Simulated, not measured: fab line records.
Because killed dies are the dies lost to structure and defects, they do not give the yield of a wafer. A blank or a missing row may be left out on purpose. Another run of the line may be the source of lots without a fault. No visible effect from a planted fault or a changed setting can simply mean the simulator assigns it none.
fab line records	flow n5-finfet	part 2 of 2: steps 24 to 31 of 31
[record] lots = 5	wafers = 15	last-day = 18
route steps=1938 shown BEOL_M13@1699 BEOL_M14@1716
lots with no fault: from the same line, run without faults
start-h: start of the lot's first displayed wafer, in hours after the record's first day	wait-h: hours since the lot's step before	" unchanged from the row above	L1.1+2: a row that stands for several wafers	- value missing, or start not given	* or withheld: withheld	< > ~ a bound
route shown NAME@n: names a module that has steps shown in the file, with the first one's number in the route	usual: average and standard deviation across the fault-free wafers	same: alike in all rows	chamber/n: place in a boat	sites: per-site readings	_std_site: standard deviation across them	_edge_site: outer sites' mean less inner sites'	radius-mm: how far each site lies from the wafer's centre	mask NAME#n: copy n	behind: tool/chamber where the wafer was last shaped	hold: reason for holding the lot/hours on hold/outcome of the hold	device: which transistor (n, p or np) failed to switch	end of line: tests of these same wafers at the route's end	a step with no rows: only its recipe	killed: dies lost to structure and defects at the first sort, not the wafer's yield	map: a wafer's dies, marking killed ones x, the rest . and places with no die _
set.NAME: setting as actually run; set.NAME@STEP: the setting as run at that earlier step	model.NAME: the simulator's own value behind a step, which no gauge read
lots seen at some steps along the route; tables by step, rows by wafer
services: the hour from which a tool's chamber was out of use, counted from the record's first day as start-h (under 0 if before that day), plus the number of hours and why
[[steps]]
[step N5_BEOL_M14_EXPOSE_07]
[recipe] mask-id = V13	na = 0.8	source-shape = annular	sigma-inner = 0.5	sigma-outer = 0.8	polarization = unpolarized	attpsm-phase-deg = 180	dose-mj = 57
[usual] exposure-dose-mJ-cm2 = 56.97/0.065
[same] na = 0.8
lot.wafer	tool	chamber	start-h	wait-h	mask	exposure-dose-mJ-cm2
L079.1	krf-scanner-02	0	291.70	-	V13#0	56.89
L079.2	"	0	"	"	V13#0	56.92
L079.5	"	0	"	"	V13#0	56.92
L081.1	krf-scanner-02	0	303.08	-	V13#0	56.95
L081.4	"	0	"	"	V13#0	56.95
L081.6	"	0	"	"	V13#0	56.96
L086.2	krf-scanner-01	0	333.07	-	V13#0	56.94
L086.4	"	0	"	"	V13#0	56.80
L086.5	"	0	"	"	V13#0	56.89
L092.1	krf-scanner-01	0	373.42	-	V13#0	56.87
L092.2	"	0	"	"	V13#0	56.96
L092.5	"	0	"	"	V13#0	56.92
L096.1	krf-scanner-02	0	404.62	-	V13#0	57.07
L096.5	"	0	"	"	V13#0	57.01
L096.6	"	0	"	"	V13#0	57.00
[step N5_BEOL_M14_PEB_08]
[recipe] peb-temp-c = 130	peb-time-s = 90
[usual] plate-temp-C = 130.01/0.13
lot.wafer	tool	chamber	start-h	wait-h	plate-temp-C
L079.1	litho-track-05	0	291.76	0.1	129.85
L079.2	"	0	"	"	130.01
L079.5	"	0	"	"	129.93
L081.1	litho-track-04	0	303.14	0.1	130.06
L081.4	"	0	"	"	130.08
L081.6	"	0	"	"	130.22
L086.2	litho-track-05	0	333.12	0.0	129.85
L086.4	"	0	"	"	130.07
L086.5	"	0	"	"	130.09
L092.1	litho-track-05	0	373.48	0.1	130.28
L092.2	"	0	"	"	130.16
L092.5	"	0	"	"	129.99
L096.1	litho-track-05	0	404.68	0.1	129.87
L096.5	"	0	"	"	130.16
L096.6	"	0	"	"	129.97
[step N5_BEOL_M14_DEVELOP_09]
[recipe] develop-time-s = 45	rinse-liquid = diw	dry = air-spin	dev-temp-c = 21
[usual] developer-temp-C = 21.00/0.11
lot.wafer	tool	chamber	start-h	wait-h	developer-temp-C
L079.1	litho-track-05	0	-	-	20.73
L079.2	"	0	"	"	20.81
L079.5	"	0	"	"	21.00
L081.1	litho-track-04	0	-	-	21.04
L081.4	"	0	"	"	21.05
L081.6	"	0	"	"	21.03
L086.2	litho-track-05	0	-	-	21.09
L086.4	"	0	"	"	21.01
L086.5	"	0	"	"	21.10
L092.1	litho-track-05	0	-	-	21.09
L092.2	"	0	"	"	21.01
L092.5	"	0	"	"	20.87
L096.1	litho-track-05	0	-	-	21.14
L096.5	"	0	"	"	20.93
L096.6	"	0	"	"	21.12
[step N5_BEOL_M14_HARDBAKE_14]
[recipe] temp-c = 130	time-s = 120
[usual] plate-temp-C = 130.00/0.15
lot.wafer	tool	chamber	start-h	wait-h	plate-temp-C
L079.1	litho-track-05	0	-	-	129.95
L079.2	"	0	"	"	130.07
L079.5	"	0	"	"	129.82
L081.1	litho-track-04	0	-	-	129.87
L081.4	"	0	"	"	129.71
L081.6	"	0	"	"	129.93
L086.2	litho-track-05	0	-	-	129.78
L086.4	"	0	"	"	130.10
L086.5	"	0	"	"	130.07
L092.1	litho-track-05	0	-	-	130.02
L092.2	"	0	"	"	130.20
L092.5	"	0	"	"	130.25
L096.1	litho-track-05	0	-	-	130.23
L096.5	"	0	"	"	130.04
L096.6	"	0	"	"	130.00
[step N5_BEOL_M14_CD_MEAS_10]
[recipe] target-cd-nm = 250	landing-energy-ev = 500	detector = se-inlens	polarity = opening
[usual] cd-nm = 250.4/1.6
lot.wafer	tool	chamber	start-h	wait-h	cd-nm
L079.1	cd-sem-01	0	291.88	-	248.8
L079.2	"	0	"	"	249.0
L079.5	"	0	"	"	250.7
L081.1	cd-sem-03	0	303.25	-	250.3
L081.4	"	0	"	"	246.9
L081.6	"	0	"	"	251.8
L086.2	cd-sem-03	0	333.24	-	250.1
L086.4	"	0	"	"	251.1
L086.5	"	0	"	"	248.8
L092.1	cd-sem-01	0	373.60	-	249.4
L092.2	"	0	"	"	252.4
L092.5	"	0	"	"	251.4
L096.1	cd-sem-03	0	404.80	-	250.4
L096.5	"	0	"	"	253.9
L096.6	"	0	"	"	247.7
[step N5_BEOL_M14_OVL_MEAS_11]
[recipe] points-per-wafer = 44
[usual] V13_OVL = -2/5.9
lot.wafer	tool	chamber	start-h	wait-h	V13_OVL[nm]
L079.1	overlay-01	0	291.91	0.0	-3
L079.2	"	0	"	"	-7
L079.5	"	0	"	"	-7
L081.1	overlay-01	0	303.28	0.0	3
L081.4	"	0	"	"	-1
L081.6	"	0	"	"	-4
L086.2	overlay-01	0	333.26	0.0	1
L086.4	"	0	"	"	-2
L086.5	"	0	"	"	4
L092.1	overlay-01	0	373.63	0.0	-2
L092.2	"	0	"	"	-2
L092.5	"	0	"	"	5
L096.1	overlay-01	0	404.83	0.0	-1
L096.5	"	0	"	"	-9
L096.6	"	0	"	"	-4
[step N5_BEOL_M14_INSPECT_12]
[recipe] mode = adi	inspect-instrument = macro
[usual] raw-defect-count = 2.1/1.4
lot.wafer	tool	chamber	start-h	wait-h	raw-defect-count
L079.1	defect-inspect-02	-	291.93	0.0	1
L079.2	"	-	"	"	3
L079.5	"	-	"	"	1
L081.1	defect-inspect-01	-	303.31	0.0	2
L081.4	"	-	"	"	7
L081.6	"	-	"	"	1
L086.2	defect-inspect-02	-	333.29	0.0	2
L086.4	"	-	"	"	4
L086.5	"	-	"	"	3
L092.1	defect-inspect-01	-	373.65	0.0	2
L092.2	"	-	"	"	1
L092.5	"	-	"	"	2
L096.1	defect-inspect-02	-	404.85	0.0	2
L096.5	"	-	"	"	4
L096.6	"	-	"	"	2
[step N5_BEOL_M14_DESCUM_15]
[recipe] chemistry = O2	time-s = 7.9	source-power-w = 50	bias-power-w = 20	pressure-mtorr = 20	rf-frequency-hz = 2.712e+07	temp-c = 40	o2-flow-sccm = 225
[usual] bias-power-w = 20.00/0.063	drypump-motor-current-A = 5.6/0.51	o2-flow-sccm = 225.2/0.69	oes-product-au = 0.77/0.077	rf-vpp-V = 243.7/1.2	showerhead-plenum-p-Torr = 2.13/0.059	throttle-valve-pct = 20.58/0.23
lot.wafer	tool	chamber	start-h	wait-h	bias-power-w	drypump-motor-current-A	o2-flow-sccm	oes-product-au	rf-hours-counter-h	rf-vpp-V	showerhead-plenum-p-Torr	throttle-valve-pct
L079.1	rie-diel-01	0	291.97	0.0	20.02	6.3	223.5	0.77	132	243.0	2.09	20.21
L079.2	"	2	"	"	19.90	5.0	225.2	0.70	216	243.8	2.18	20.83
L079.5	"	2	"	"	19.95	5.0	225.3	0.70	-	243.8	2.18	20.84
L081.1	rie-diel-03	1	303.54	0.2	19.94	5.2	225.5	0.77	159	243.5	2.10	20.59
L081.4	"	3	"	"	20.02	6.3	224.8	0.93	26	246.0	2.25	20.52
L081.6	"	3	"	"	19.94	6.3	224.0	0.93	-	245.3	2.25	20.52
L086.2	rie-diel-01	2	333.34	0.1	20.10	4.9	224.6	0.69	231	243.7	2.17	20.88
L086.4	"	1	"	"	19.82	5.2	225.5	0.81	98	244.1	2.13	20.57
L086.5	"	1	"	"	19.87	5.2	225.4	0.81	-	243.2	2.13	20.57
L092.1	rie-diel-03	0	373.78	0.1	19.99	5.7	223.6	0.69	216	243.8	2.15	20.56
L092.2	"	3	"	"	19.96	6.4	223.8	0.89	51	244.0	2.24	20.58
L092.5	"	3	"	"	20.05	6.4	224.9	0.88	-	244.6	2.24	20.56
L096.1	rie-diel-01	0	404.89	0.0	20.00	6.3	224.6	0.74	173	244.4	2.08	20.26
L096.5	"	3	"	"	20.01	5.3	225.2	0.97	-	244.0	2.13	20.14
L096.6	"	1	"	"	19.99	5.2	227.0	0.78	-	242.0	2.12	20.61
[[services]]
tool	chamber	start-h	hours	kind
ecd-cu-02	-	271.46	1.8	repair
krf-scanner-01	-	271.65	4.4	pm
pecvd-01	-	276.86	5.5	pm
krf-scanner-01	-	285.80	1.3	pm
krf-scanner-02	-	288.63	1.3	pm
rtp-anneal-01	-	293.98	2.9	pm
krf-scanner-01	-	300.42	3.0	pm
rie-diel-06	-	301.29	2.1	repair
ecd-cu-02	-	318.33	3.1	repair
krf-scanner-01	-	320.34	0.8	pm
rie-diel-01	-	322.39	0.2	repair
krf-scanner-02	-	322.97	4.4	pm
krf-scanner-02	-	332.78	1.0	pm
rie-diel-03	1	336.08	13.1	repair
pecvd-04	0	342.55	3.9	repair
wet-bench-05	-	349.05	11.5	repair
ecd-cu-02	-	349.92	0.8	repair
cmp-01	-	364.87	1.2	repair
rie-diel-04	-	369.49	0.5	repair
krf-scanner-02	-	373.24	5.7	repair
cmp-01	-	375.96	6.8	repair
rie-diel-06	3	382.22	3.5	repair
plasma-asher-01	-	386.02	5.7	pm
cmp-01	-	399.81	12.5	repair
